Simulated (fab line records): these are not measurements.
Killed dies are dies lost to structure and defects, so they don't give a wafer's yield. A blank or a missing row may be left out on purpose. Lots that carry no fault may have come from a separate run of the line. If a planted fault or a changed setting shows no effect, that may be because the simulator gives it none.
Which tool is to blame? :: flow nand harc :: Sampling: 10 lots, 30 wafers, 3 of 1302 route steps

WHAT EACH GAUGE READ, for each wafer
NHARC_A_SGD_CUT_INSPECT_11.
lot: L837
measured: day 19 21:05
on: defect inspect-02
raw defect count: 59 53 60

lot: L839
measured: day 20 10:28
on: defect inspect-02
raw defect count: 634 575 589 637 574 592

lot: L841
measured: day 21 04:18
on: defect inspect-02
raw defect count: 612 579 569 609 575 564

lot: L849
measured: day 24 02:50
on: defect inspect-01
raw defect count: 43 48 42

lot: L850
measured: day 24 23:00
on: defect inspect-02
raw defect count: 79 102 79

lot: L852
measured: day 26 00:04
on: defect inspect-01
raw defect count: 58 59 54

lot: L853
measured: day 26 10:54
on: defect inspect-01
raw defect count: 55 55 53

lot: L855
measured: day 27 03:32
on: defect inspect-01
raw defect count: 35 23 21

lot: L858
measured: day 27 23:00
on: defect inspect-01
raw defect count: 37 35 33

lot: L859
measured: day 29 16:41
on: defect inspect-02
raw defect count: 8 9 15

TOOL THAT RAN EACH LOT (tool first, then ch and the chambers of the sampled wafers, then the start)
lot: L837
NHARC_A_STAIRCASE_ETCHBACK_157: rie diel-07 ch 0,1,3, day 19 18:43
NHARC_A_SGD_CUT_DEP_00: pecvd-03 ch 0,1, day 19 20:16

lot: L839
NHARC_A_STAIRCASE_ETCHBACK_157: rie diel-08 ch 1,2, day 20 08:28
NHARC_A_SGD_CUT_DEP_00: pecvd-03 ch 1,2, day 20 09:37

lot: L841
NHARC_A_STAIRCASE_ETCHBACK_157: rie diel-08 ch 1,2,3, day 21 02:33
NHARC_A_SGD_CUT_DEP_00: pecvd-03 ch 0,1, day 21 03:36

lot: L849
NHARC_A_STAIRCASE_ETCHBACK_157: rie diel-12 ch 2,3, day 24 01:07
NHARC_A_SGD_CUT_DEP_00: pecvd-01 ch 0,2, day 24 02:08

lot: L850
NHARC_A_STAIRCASE_ETCHBACK_157: rie diel-07 ch 0,1,3, day 24 21:16
NHARC_A_SGD_CUT_DEP_00: pecvd-03 ch 0,1, day 24 22:17

lot: L852
NHARC_A_STAIRCASE_ETCHBACK_157: rie diel-12 ch 0,1, day 25 22:23
NHARC_A_SGD_CUT_DEP_00: pecvd-03 ch 0,1,2, day 25 23:24

lot: L853
NHARC_A_STAIRCASE_ETCHBACK_157: rie diel-07 ch 0,3, day 26 09:05
NHARC_A_SGD_CUT_DEP_00: pecvd-03 ch 1,2, day 26 10:03

lot: L855
NHARC_A_STAIRCASE_ETCHBACK_157: rie diel-08 ch 1,2,3, day 27 01:44
NHARC_A_SGD_CUT_DEP_00: pecvd-03 ch 1,2, day 27 02:41

lot: L858
NHARC_A_STAIRCASE_ETCHBACK_157: rie diel-07 ch 0,1,3, day 27 21:06
NHARC_A_SGD_CUT_DEP_00: pecvd-02 ch 0,1, day 27 22:09

lot: L859
NHARC_A_STAIRCASE_ETCHBACK_157: rie diel-07 ch 2,3, day 29 14:52
NHARC_A_SGD_CUT_DEP_00: pecvd-02 ch 1,2, day 29 15:50
- NHARC_A_STAIRCASE_ETCHBACK_157: etches the open film in CH3F/O2, target depth 90 nm, time 167.14 s.
- NHARC_A_SGD_CUT_DEP_00: deposits SiNx, target thk 50 nm.

THE ANSWER, worked out from the rows above alone
Rule: the lots themselves supply what counts as usual. Put in order of their means at a reading, lots are off if they are a third of the lots or fewer, leave a main group of 4 or more, and stand apart from it by a gap of 3 or more times the standard deviation of the main group's means; of several such gaps the widest counts. The tables above print the reading to a certain number of digits; a main group whose means all agree to those digits is not used. Also off: a lot with no number at a reading for which 4 or more lots have one. The other lots that the step has rows for count as sound.
Off: L839, L841, at NHARC_A_SGD_CUT_INSPECT_11 (raw defect count). The main group: mean 46, standard deviation 22.
A tool fits if, at a process step before that reading, it ran every lot that is off, and no sound lot after the first of them. Those tools and the gauges at NHARC_A_SGD_CUT_INSPECT_11 are tried in the same way. Not one of the candidates tried fits.

WHAT HAD BEEN PUT IN BY THE SIMULATOR
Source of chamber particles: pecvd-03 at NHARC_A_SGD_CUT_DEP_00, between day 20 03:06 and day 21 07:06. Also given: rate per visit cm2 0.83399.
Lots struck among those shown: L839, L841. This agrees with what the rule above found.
